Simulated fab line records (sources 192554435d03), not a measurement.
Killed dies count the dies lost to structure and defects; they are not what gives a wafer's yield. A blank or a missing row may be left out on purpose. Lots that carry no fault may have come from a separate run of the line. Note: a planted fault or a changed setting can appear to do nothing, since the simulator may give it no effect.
Which tool is to blame? || flow n5-finfet || Sampling: 8 lots, 24 wafers, 8 of 1938 route steps

== WHAT THE GAUGES SHOWED, per wafer ==
N5_FIN_SAQP_CD_MEAS_37 targets a cd of 8 nm. Usual: cd-nm 8.07 nm, standard deviation 0.24.
{"lot": "L866", "measured": "day 2 03:55", "on": "cd-sem-01", "cd-nm (nm)": "8.33 8.37 7.92", "flag": ""}
{"lot": "L869", "measured": "day 2 20:32", "on": "cd-sem-01", "cd-nm (nm)": "7.98 8.39 7.95", "flag": ""}
{"lot": "L872", "measured": "day 3 13:48", "on": "cd-sem-02", "cd-nm (nm)": "8.18 7.99 7.74", "flag": ""}
{"lot": "L875", "measured": "day 4 13:21", "on": "cd-sem-03", "cd-nm (nm)": "8.35 7.96 8.46", "flag": ""}
{"lot": "L880", "measured": "day 5 16:21", "on": "cd-sem-03", "cd-nm (nm)": "8.24 7.91 7.86", "flag": ""}
{"lot": "L885", "measured": "day 6 20:03", "on": "cd-sem-01", "cd-nm (nm)": "8.03 8.12 8.20", "flag": ""}
{"lot": "L887", "measured": "day 7 10:13", "on": "cd-sem-02", "cd-nm (nm)": "8.22 7.93 8.11", "flag": ""}
{"lot": "L888", "measured": "day 7 15:29", "on": "cd-sem-03", "cd-nm (nm)": "8.00 8.05 8.02", "flag": ""}

N5_FIN_SAQP_INSPECT_40: inspects for defects (brightfield). Usual: raw-defect-count 223, standard deviation 57.
{"lot": "L866", "measured": "day 2 04:02", "on": "defect-inspect-01", "raw-defect-count": "282 200 158", "flag": ""}
{"lot": "L869", "measured": "day 2 20:40", "on": "defect-inspect-02", "raw-defect-count": "916 170 144", "flag": "OFF"}
{"lot": "L872", "measured": "day 3 13:56", "on": "defect-inspect-02", "raw-defect-count": "317 285 246", "flag": ""}
{"lot": "L875", "measured": "day 4 13:28", "on": "defect-inspect-02", "raw-defect-count": "990 203 986", "flag": "OFF"}
{"lot": "L880", "measured": "day 5 16:28", "on": "defect-inspect-01", "raw-defect-count": "175 219 180", "flag": ""}
{"lot": "L885", "measured": "day 6 20:11", "on": "defect-inspect-02", "raw-defect-count": "278 174 252", "flag": ""}
{"lot": "L887", "measured": "day 7 10:20", "on": "defect-inspect-01", "raw-defect-count": "227 228 274", "flag": ""}
{"lot": "L888", "measured": "day 7 15:37", "on": "defect-inspect-01", "raw-defect-count": "241 311 255", "flag": ""}

N5_FIN_CUT_INSPECT_10: inspects for defects (brightfield). Usual: raw-defect-count 41, standard deviation 11.
{"lot": "L866", "measured": "day 2 04:33", "on": "defect-inspect-02", "raw-defect-count": "52 31 36", "flag": ""}
{"lot": "L869", "measured": "day 2 21:03", "on": "defect-inspect-01", "raw-defect-count": "774 41 20", "flag": "OFF"}
{"lot": "L872", "measured": "day 3 14:27", "on": "defect-inspect-01", "raw-defect-count": "58 54 30", "flag": ""}
{"lot": "L875", "measured": "day 4 13:52", "on": "defect-inspect-02", "raw-defect-count": "746 52 786", "flag": "OFF"}
{"lot": "L880", "measured": "day 5 16:59", "on": "defect-inspect-02", "raw-defect-count": "33 28 42", "flag": ""}
{"lot": "L885", "measured": "day 6 20:35", "on": "defect-inspect-01", "raw-defect-count": "52 36 50", "flag": ""}
{"lot": "L887", "measured": "day 7 10:55", "on": "defect-inspect-01", "raw-defect-count": "31 46 46", "flag": ""}
{"lot": "L888", "measured": "day 7 16:08", "on": "defect-inspect-02", "raw-defect-count": "50 56 48", "flag": ""}

N5_FIN_CUT_INSPECT_17: inspects for defects (brightfield). Usual: raw-defect-count 227, standard deviation 60.
{"lot": "L866", "measured": "day 2 05:35", "on": "defect-inspect-01", "raw-defect-count": "299 215 178", "flag": ""}
{"lot": "L869", "measured": "day 2 22:00", "on": "defect-inspect-02", "raw-defect-count": "915 157 134", "flag": ""}
{"lot": "L872", "measured": "day 3 15:28", "on": "defect-inspect-01", "raw-defect-count": "323 295 264", "flag": ""}
{"lot": "L875", "measured": "day 4 15:09", "on": "defect-inspect-01", "raw-defect-count": "990 193 999", "flag": "OFF"}
{"lot": "L880", "measured": "day 5 18:03", "on": "defect-inspect-02", "raw-defect-count": "165 202 187", "flag": ""}
{"lot": "L885", "measured": "day 6 21:36", "on": "defect-inspect-02", "raw-defect-count": "291 185 245", "flag": ""}
{"lot": "L887", "measured": "day 7 12:03", "on": "defect-inspect-02", "raw-defect-count": "221 260 298", "flag": ""}
{"lot": "L888", "measured": "day 7 17:05", "on": "defect-inspect-02", "raw-defect-count": "230 267 253", "flag": ""}

N5_BEOL_M4_RC_MEAS_101. Usual: DIBL_N 35.8 mV/V, standard deviation 1.5; DIBL_P 35.8 mV/V, standard deviation 1.7; IOFF_N 0.151 nA/um, standard deviation 0.022; IOFF_P 0.204 nA/um, standard deviation 0.027; ION_N 673 uA/um, standard deviation 8.6; ION_P 462 uA/um, standard deviation 5.4; SS_N 71.4 mV/dec, standard deviation 0.54; SS_P 73.3 mV/dec, standard deviation 0.56; VT_N 250.5 mV, standard deviation 2.6; VT_P -251 mV, standard deviation 3.1.
{"lot": "L866", "measured": "day 8 06:47", "on": "prober-01", "DIBL_N (mV/V)": "38.2 35.8 35.6", "DIBL_P (mV/V)": "37.5 35.9 35.2", "IOFF_N (nA/um)": "0.189 0.159 0.153", "IOFF_P (nA/um)": "0.202 0.170 0.171", "ION_N (uA/um)": "675 684 670", "ION_P (uA/um)": "452 457 454", "SS_N (mV/dec)": "71.7 71.4 71.3", "SS_P (mV/dec)": "74.4 73.3 73.4", "VT_N (mV)": "250.0 247.6 249.0", "VT_P (mV)": "-250 -254 -253", "flag": ""}
{"lot": "L869", "measured": "day 9 04:58", "on": "prober-02", "DIBL_N (mV/V)": "35.3 35.8 37.2", "DIBL_P (mV/V)": "37.1 37.9 39.1", "IOFF_N (nA/um)": "0.145 0.164 0.180", "IOFF_P (nA/um)": "0.209 0.219 0.228", "ION_N (uA/um)": "673 684 675", "ION_P (uA/um)": "460 470 462", "SS_N (mV/dec)": "72.4 71.9 71.2", "SS_P (mV/dec)": "73.7 73.7 74.0", "VT_N (mV)": "251.0 247.8 246.9", "VT_P (mV)": "-248 -249 -250", "flag": ""}
{"lot": "L872", "measured": "day 9 21:02", "on": "prober-01", "DIBL_N (mV/V)": "35.9 37.2 34.3", "DIBL_P (mV/V)": "35.1 35.1 32.0", "IOFF_N (nA/um)": "0.147 0.158 0.118", "IOFF_P (nA/um)": "0.208 0.207 0.164", "ION_N (uA/um)": "672 672 659", "ION_P (uA/um)": "461 460 457", "SS_N (mV/dec)": "71.2 72.3 71.1", "SS_P (mV/dec)": "73.5 73.6 72.1", "VT_N (mV)": "249.1 249.3 252.1", "VT_P (mV)": "-250 -251 -254", "flag": ""}
{"lot": "L875", "measured": "day 10 15:25", "on": "prober-01", "DIBL_N (mV/V)": "36.2 35.1 36.1", "DIBL_P (mV/V)": "36.6 35.4 35.4", "IOFF_N (nA/um)": "0.162 0.136 0.149", "IOFF_P (nA/um)": "0.206 0.191 0.187", "ION_N (uA/um)": "677 669 672", "ION_P (uA/um)": "460 462 457", "SS_N (mV/dec)": "72.1 72.1 71.4", "SS_P (mV/dec)": "73.0 72.4 73.0", "VT_N (mV)": "248.5 253.7 251.0", "VT_P (mV)": "-249 -251 -253", "flag": ""}
{"lot": "L880", "measured": "day 11 22:26", "on": "prober-02", "DIBL_N (mV/V)": "36.1 38.3 36.5", "DIBL_P (mV/V)": "36.3 38.2 37.3", "IOFF_N (nA/um)": "0.154 0.175 0.153", "IOFF_P (nA/um)": "0.225 0.267 0.239", "ION_N (uA/um)": "681 670 673", "ION_P (uA/um)": "468 467 469", "SS_N (mV/dec)": "71.6 72.2 70.9", "SS_P (mV/dec)": "73.2 74.2 72.9", "VT_N (mV)": "248.3 247.9 251.3", "VT_P (mV)": "-248 -244 -248", "flag": ""}
{"lot": "L885", "measured": "day 13 05:35", "on": "prober-01", "DIBL_N (mV/V)": "35.5 34.6 34.8", "DIBL_P (mV/V)": "35.9 34.2 34.8", "IOFF_N (nA/um)": "0.154 0.140 0.146", "IOFF_P (nA/um)": "0.236 0.209 0.215", "ION_N (uA/um)": "683 671 678", "ION_P (uA/um)": "470 460 466", "SS_N (mV/dec)": "71.2 71.5 71.4", "SS_P (mV/dec)": "73.3 73.4 73.5", "VT_N (mV)": "249.0 249.2 249.4", "VT_P (mV)": "-248 -248 -249", "flag": ""}
{"lot": "L887", "measured": "day 13 09:00", "on": "prober-01", "DIBL_N (mV/V)": "35.9 35.7 35.5", "DIBL_P (mV/V)": "36.2 37.0 36.0", "IOFF_N (nA/um)": "0.163 0.162 0.160", "IOFF_P (nA/um)": "0.224 0.232 0.228", "ION_N (uA/um)": "680 677 685", "ION_P (uA/um)": "471 472 468", "SS_N (mV/dec)": "71.2 71.3 70.9", "SS_P (mV/dec)": "73.9 74.4 73.7", "VT_N (mV)": "248.4 247.8 250.4", "VT_P (mV)": "-248 -249 -251", "flag": ""}
{"lot": "L888", "measured": "day 13 16:02", "on": "prober-02", "DIBL_N (mV/V)": "35.6 36.6 36.2", "DIBL_P (mV/V)": "34.9 36.5 35.5", "IOFF_N (nA/um)": "0.128 0.145 0.137", "IOFF_P (nA/um)": "0.158 0.184 0.164", "ION_N (uA/um)": "664 664 670", "ION_P (uA/um)": "450 461 460", "SS_N (mV/dec)": "71.2 71.8 70.7", "SS_P (mV/dec)": "72.5 72.6 73.4", "VT_N (mV)": "251.8 250.5 250.4", "VT_P (mV)": "-256 -252 -254", "flag": ""}

== TOOL THAT RAN EACH LOT (tool first, then ch and the chambers of the sampled wafers, then the start) ==
{"lot": "L866", "N5_FIN_SAQP_SPACER1_ALD_24": "ald-sin-04 ch 2,3, day 1 23:58", "N5_FIN_SAQP_ETCH_34": "rie-diel-04 ch 0,3, day 2 03:34", "N5_FIN_SAQP_FIN_ETCH_36": "rie-si-03 ch 0,2,3, day 2 03:47"}
{"lot": "L869", "N5_FIN_SAQP_SPACER1_ALD_24": "ald-sin-04 ch 0,3, day 2 16:53", "N5_FIN_SAQP_ETCH_34": "rie-diel-06 ch 0,1,2, day 2 20:11", "N5_FIN_SAQP_FIN_ETCH_36": "rie-si-04 ch 0,1,2, day 2 20:25"}
{"lot": "L872", "N5_FIN_SAQP_SPACER1_ALD_24": "ald-sin-02 ch 0,2,3, day 3 10:53", "N5_FIN_SAQP_ETCH_34": "rie-diel-05 ch 1,2, day 3 13:28", "N5_FIN_SAQP_FIN_ETCH_36": "rie-si-04 ch 0,1, day 3 13:41"}
{"lot": "L875", "N5_FIN_SAQP_SPACER1_ALD_24": "ald-sin-04 ch 0,3, day 4 08:40", "N5_FIN_SAQP_ETCH_34": "rie-diel-04 ch 0,2,3, day 4 13:01", "N5_FIN_SAQP_FIN_ETCH_36": "rie-si-04 ch 2,3, day 4 13:13"}
{"lot": "L880", "N5_FIN_SAQP_SPACER1_ALD_24": "ald-sin-02 ch 1,2,3, day 5 13:16", "N5_FIN_SAQP_ETCH_34": "rie-diel-04 ch 1,2, day 5 16:00", "N5_FIN_SAQP_FIN_ETCH_36": "rie-si-04 ch 0,1,2, day 5 16:13"}
{"lot": "L885", "N5_FIN_SAQP_SPACER1_ALD_24": "ald-sin-04 ch 0,2,3, day 6 16:44", "N5_FIN_SAQP_ETCH_34": "rie-diel-05 ch 1,3, day 6 19:43", "N5_FIN_SAQP_FIN_ETCH_36": "rie-si-04 ch 0,1,2, day 6 19:56"}
{"lot": "L887", "N5_FIN_SAQP_SPACER1_ALD_24": "ald-sin-04 ch 1,2,3, day 7 06:35", "N5_FIN_SAQP_ETCH_34": "rie-diel-05 ch 0,1,3, day 7 09:53", "N5_FIN_SAQP_FIN_ETCH_36": "rie-si-03 ch 0,2,3, day 7 10:05"}
{"lot": "L888", "N5_FIN_SAQP_SPACER1_ALD_24": "ald-sin-02 ch 0,1,2, day 7 12:27", "N5_FIN_SAQP_ETCH_34": "rie-diel-04 ch 0,1,2, day 7 15:09", "N5_FIN_SAQP_FIN_ETCH_36": "rie-si-06 ch 0,1,2, day 7 15:22"}
- N5_FIN_SAQP_SPACER1_ALD_24: deposits SiO2, target thk 20.3 nm, pulse time 1 s, purge time 2 s.
- N5_FIN_SAQP_ETCH_34: etches SiO2 in C4F6/O2, target depth 45 nm, time 15 s.
- N5_FIN_SAQP_FIN_ETCH_36: etches the open film in HBr/Cl2/O2, target depth 120 nm, time 50.4 s.

== WHAT THE TOOLS THEMSELVES READ (means of the sampled wafers that have a number; where no wafer has one, the mark that the record gives instead) ==
N5_FIN_SAQP_SPACER1_ALD_24. Usual: heater-power-w 496 W, standard deviation 60; precursor-pulse-height-rel 1.004, standard deviation 0.02.
{"lot": "L866", "tool": "ald-sin-04", "heater-power-w (W)": 559, "precursor-pulse-height-rel": 1.000, "flag": ""}
{"lot": "L869", "tool": "ald-sin-04", "heater-power-w (W)": 541, "precursor-pulse-height-rel": 1.010, "flag": ""}
{"lot": "L872", "tool": "ald-sin-02", "heater-power-w (W)": 495, "precursor-pulse-height-rel": 1.009, "flag": ""}
{"lot": "L875", "tool": "ald-sin-04", "heater-power-w (W)": 575, "precursor-pulse-height-rel": 0.991, "flag": ""}
{"lot": "L880", "tool": "ald-sin-02", "heater-power-w (W)": 468, "precursor-pulse-height-rel": 0.999, "flag": ""}
{"lot": "L885", "tool": "ald-sin-04", "heater-power-w (W)": 549, "precursor-pulse-height-rel": 0.997, "flag": ""}
{"lot": "L887", "tool": "ald-sin-04", "heater-power-w (W)": 519, "precursor-pulse-height-rel": 1.013, "flag": ""}
{"lot": "L888", "tool": "ald-sin-02", "heater-power-w (W)": 499, "precursor-pulse-height-rel": 1.010, "flag": ""}

N5_FIN_SAQP_ETCH_34. Usual: C4F6_flow_sccm 10.000 sccm, standard deviation 0.029; drypump-motor-current-A 5.8 A, standard deviation 0.5; etch-rf-on-time-s 15.01 s, standard deviation 0.17; oes-product-au 0.68 a.u., standard deviation 0.077; rf-vpp-V 665 V, standard deviation 5.5; showerhead-plenum-p-Torr 2.85 Torr, standard deviation 0.1; throttle-valve-pct 21.05 %, standard deviation 0.21.
{"lot": "L866", "tool": "rie-diel-04", "C4F6_flow_sccm (sccm)": 10.002, "drypump-motor-current-A (A)": 6.4, "etch-rf-on-time-s (s)": 15.01, "oes-product-au (a.u.)": 0.63, "rf-vpp-V (V)": 663, "showerhead-plenum-p-Torr (Torr)": 2.79, "throttle-valve-pct (%)": 20.93, "flag": ""}
{"lot": "L869", "tool": "rie-diel-06", "C4F6_flow_sccm (sccm)": 9.998, "drypump-motor-current-A (A)": 5.7, "etch-rf-on-time-s (s)": 14.89, "oes-product-au (a.u.)": 0.68, "rf-vpp-V (V)": 666, "showerhead-plenum-p-Torr (Torr)": 2.86, "throttle-valve-pct (%)": 21.08, "flag": ""}
{"lot": "L872", "tool": "rie-diel-05", "C4F6_flow_sccm (sccm)": 10.024, "drypump-motor-current-A (A)": 5.6, "etch-rf-on-time-s (s)": 14.87, "oes-product-au (a.u.)": 0.74, "rf-vpp-V (V)": 667, "showerhead-plenum-p-Torr (Torr)": 2.79, "throttle-valve-pct (%)": 20.99, "flag": ""}
{"lot": "L875", "tool": "rie-diel-04", "C4F6_flow_sccm (sccm)": 9.972, "drypump-motor-current-A (A)": 6.0, "etch-rf-on-time-s (s)": 15.18, "oes-product-au (a.u.)": 0.61, "rf-vpp-V (V)": 663, "showerhead-plenum-p-Torr (Torr)": 2.83, "throttle-valve-pct (%)": 21.12, "flag": ""}
{"lot": "L880", "tool": "rie-diel-04", "C4F6_flow_sccm (sccm)": 10.008, "drypump-motor-current-A (A)": 5.4, "etch-rf-on-time-s (s)": 14.91, "oes-product-au (a.u.)": 0.67, "rf-vpp-V (V)": 666, "showerhead-plenum-p-Torr (Torr)": 2.91, "throttle-valve-pct (%)": 21.28, "flag": ""}
{"lot": "L885", "tool": "rie-diel-05", "C4F6_flow_sccm (sccm)": 9.985, "drypump-motor-current-A (A)": 6.4, "etch-rf-on-time-s (s)": 15.06, "oes-product-au (a.u.)": 0.69, "rf-vpp-V (V)": 669, "showerhead-plenum-p-Torr (Torr)": 2.84, "throttle-valve-pct (%)": 21.11, "flag": ""}
{"lot": "L887", "tool": "rie-diel-05", "C4F6_flow_sccm (sccm)": 10.013, "drypump-motor-current-A (A)": 6.2, "etch-rf-on-time-s (s)": 14.96, "oes-product-au (a.u.)": 0.73, "rf-vpp-V (V)": 662, "showerhead-plenum-p-Torr (Torr)": 2.81, "throttle-valve-pct (%)": 21.09, "flag": ""}
{"lot": "L888", "tool": "rie-diel-04", "C4F6_flow_sccm (sccm)": 9.981, "drypump-motor-current-A (A)": 5.8, "etch-rf-on-time-s (s)": 14.91, "oes-product-au (a.u.)": 0.65, "rf-vpp-V (V)": 666, "showerhead-plenum-p-Torr (Torr)": 2.85, "throttle-valve-pct (%)": 21.12, "flag": ""}

N5_FIN_SAQP_FIN_ETCH_36. Usual: drypump-motor-current-A 5.7 A, standard deviation 0.38; oes-product-au 1.009 a.u., standard deviation 0.017; throttle-valve-pct 36.0 %, standard deviation 0.31.
{"lot": "L866", "tool": "rie-si-03", "drypump-motor-current-A (A)": 5.3, "oes-product-au (a.u.)": 1.009, "throttle-valve-pct (%)": 36.1, "flag": ""}
{"lot": "L869", "tool": "rie-si-04", "drypump-motor-current-A (A)": 5.6, "oes-product-au (a.u.)": 1.008, "throttle-valve-pct (%)": 36.2, "flag": ""}
{"lot": "L872", "tool": "rie-si-04", "drypump-motor-current-A (A)": 5.6, "oes-product-au (a.u.)": 0.994, "throttle-valve-pct (%)": 36.3, "flag": ""}
{"lot": "L875", "tool": "rie-si-04", "drypump-motor-current-A (A)": 5.6, "oes-product-au (a.u.)": 1.026, "throttle-valve-pct (%)": 35.8, "flag": ""}
{"lot": "L880", "tool": "rie-si-04", "drypump-motor-current-A (A)": 5.6, "oes-product-au (a.u.)": 1.009, "throttle-valve-pct (%)": 36.1, "flag": ""}
{"lot": "L885", "tool": "rie-si-04", "drypump-motor-current-A (A)": 5.6, "oes-product-au (a.u.)": 1.008, "throttle-valve-pct (%)": 36.1, "flag": ""}
{"lot": "L887", "tool": "rie-si-03", "drypump-motor-current-A (A)": 5.3, "oes-product-au (a.u.)": 1.011, "throttle-valve-pct (%)": 36.1, "flag": ""}
{"lot": "L888", "tool": "rie-si-06", "drypump-motor-current-A (A)": 5.8, "oes-product-au (a.u.)": 0.998, "throttle-valve-pct (%)": 35.9, "flag": ""}

== THE ANSWER, worked out from the rows above alone ==
Rule: a lot counts as off when the mean over its wafers that have a number is more than 3 standard deviations away from the usual mean. A lot without any number at a reading at which 4 lots or more have one is off too. Any other lot the step has rows for is counted as sound. Order of review: gauges by route order, followed by the tools' own readings, for which a lot's mean as printed above is used. The first step at which some lot is off is used, and at that step the reading that is off furthest; a lot without a number counts as furthest.
Off: L869, L875 (N5_FIN_SAQP_INSPECT_40, raw-defect-count).
If a tool, at a process step before that reading, ran all the lots that are off and no sound lot after the first of them, it fits. Gauges at N5_FIN_SAQP_INSPECT_40: tried the same way as those tools. No candidate that was tried fits.

== WHAT HAD BEEN PUT IN BY THE SIMULATOR ==
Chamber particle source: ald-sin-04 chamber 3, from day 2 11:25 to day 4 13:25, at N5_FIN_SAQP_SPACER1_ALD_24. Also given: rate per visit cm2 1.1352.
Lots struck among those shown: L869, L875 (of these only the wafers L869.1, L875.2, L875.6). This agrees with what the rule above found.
